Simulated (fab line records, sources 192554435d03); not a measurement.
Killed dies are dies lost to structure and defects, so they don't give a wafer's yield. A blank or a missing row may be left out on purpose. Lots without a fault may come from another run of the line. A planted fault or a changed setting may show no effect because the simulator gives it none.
A struck lot beside a sound one | flow n5_finfet | 15 steps out of a route of 1938
Sound: wafers L178.3, L178.4, L178.5. Struck: wafer L184.4. The cause comes at the end.
At each step with rows: each side's tool, then ch and its chambers, then its first start. Under that, the readings that differ: sound wafers | struck wafers | difference of the means | sigmas: that difference in standard deviations of wafers without a fault.
alike: readings whose means differ by less than 2 such deviations, and words and numbers that are the same on both sides. not compared: withheld readings, readings that some wafer has no value for, bounds like >300 that may hide the same value, and numbers for which the record gives no deviation and whose values overlap.
The two part at a step that has a row with sigmas, a row that says differs or no value, or rows on one side only. Numbers that don't overlap but have no deviation are shown without sigmas and don't part them. A reading that every wafer of one side lacks parts them only if that side has two wafers or more.

first, 6 steps without rows for these wafers: N5_MOL_CONTACT_COAG_COAT_78 (resist thk 40 nm); N5_MOL_CONTACT_COAG_EBR_80; N5_MOL_CONTACT_COAG_SOFTBAKE_79 (time 60 s); N5_MOL_CONTACT_COAG_EXPOSE_81 (exposes mask VG, defocus 0 nm); N5_MOL_CONTACT_COAG_PEB_82 (peb time 60 s); N5_MOL_CONTACT_COAG_DEVELOP_83 (develop time 30 s).
N5_MOL_CONTACT_COAG_CD_MEAS_84: target cd 25.1 nm.
  sound on cd_sem-02 ch 0, day 8 12:27; struck on cd_sem-03 ch 0, day 10 05:59
  alike: cd_nm
N5_MOL_CONTACT_COAG_OVL_MEAS_85:
  sound on overlay-02 ch 0, day 8 12:29; struck on overlay-02 ch 0, day 10 06:02
  alike: VG_OVL
N5_MOL_CONTACT_COAG_INSPECT_57: inspects for defects (brightfield).
  sound on defect_inspect-02, day 8 12:32; struck on defect_inspect-02, day 10 06:05
  reading          | sound       | struck | difference | sigmas
  raw_defect_count | 193 155 167 | 337    | +165       | +3
N5_MOL_CONTACT_COAG_DESCUM_88: chemistry O2, time 7 s.
  sound on rie_diel-01 ch 0,1, day 8 12:46; struck on rie_diel-03 ch 3, day 10 06:07
  alike: drypump_motor_current_A, oes_product_au, rf_vpp_V, showerhead_plenum_p_Torr, throttle_valve_pct
  not compared: rf_hours_counter_h
N5_MOL_CONTACT_COAG_ETCH_89: etches underlayer in N2/H2, target depth 13 nm, time 10.4 s.
  sound on rie_diel-01 ch 0,1, day 8 12:48; struck on rie_diel-03 ch 3, day 10 06:09
  reading               | sound           | struck | difference | sigmas
  etch_rf_on_time_s (s) | 10.21 9.78 9.82 | 10.51  | +0.57      | +2
  alike: drypump_motor_current_A, oes_product_au, rf_vpp_V, showerhead_plenum_p_Torr, throttle_valve_pct
  not compared: rf_hours_counter_h
N5_MOL_CONTACT_COAG_ETCH_90: etches SiARC in CF4, target depth 13 nm, time 21.7 s.
  sound on rie_diel-01 ch 0,1, day 8 12:49; struck on rie_diel-03 ch 3, day 10 06:11
  alike: cf4_flow_sccm, drypump_motor_current_A, etch_rf_on_time_s, oes_product_au, rf_vpp_V, showerhead_plenum_p_Torr, throttle_valve_pct
  not compared: rf_hours_counter_h
N5_MOL_CONTACT_COAG_ALD_131: deposits SiO2, target thk 5 nm, pulse time 1 s, co reactant pulse time 1 s.
  sound on ald_sin-02 ch 0,3, day 8 12:54; struck on ald_sin-04 ch 0, day 10 06:14
  reading                                            | sound    | struck | difference | sigmas
  ald_cycles                                         | 35 35 35 | 20     | -15        |
  model.SiO2_of_MOL_CONTACT_COAG_ALD_131.thk_nm (nm) | 5 5 5    | 2.8    | -2.2       |
  alike: chamber_pressure_Torr, heater_power_w, precursor_pulse_height_rel
N5_MOL_CONTACT_COAG_ETCHBACK_132: etches SiO2 in CHF3, target depth 10 nm, time 6.7 s.
  sound on rie_diel-05 ch 0,2, day 8 13:05; struck on rie_diel-05 ch 1, day 10 06:25
  reading                | sound          | struck | difference | sigmas
  throttle_valve_pct (%) | 18.3 18.9 18.3 | 19.3   | +0.8       | +3
  alike: drypump_motor_current_A, oes_product_au, rf_vpp_V, showerhead_plenum_p_Torr
  not compared: rf_hours_counter_h
then, 1 step without rows for these wafers: N5_PASSIVATION_PROBE_49.

WHERE THEY PART
First at N5_MOL_CONTACT_COAG_INSPECT_57; last, within this record, at N5_MOL_CONTACT_COAG_ETCHBACK_132.

WHY: what the simulator had put in
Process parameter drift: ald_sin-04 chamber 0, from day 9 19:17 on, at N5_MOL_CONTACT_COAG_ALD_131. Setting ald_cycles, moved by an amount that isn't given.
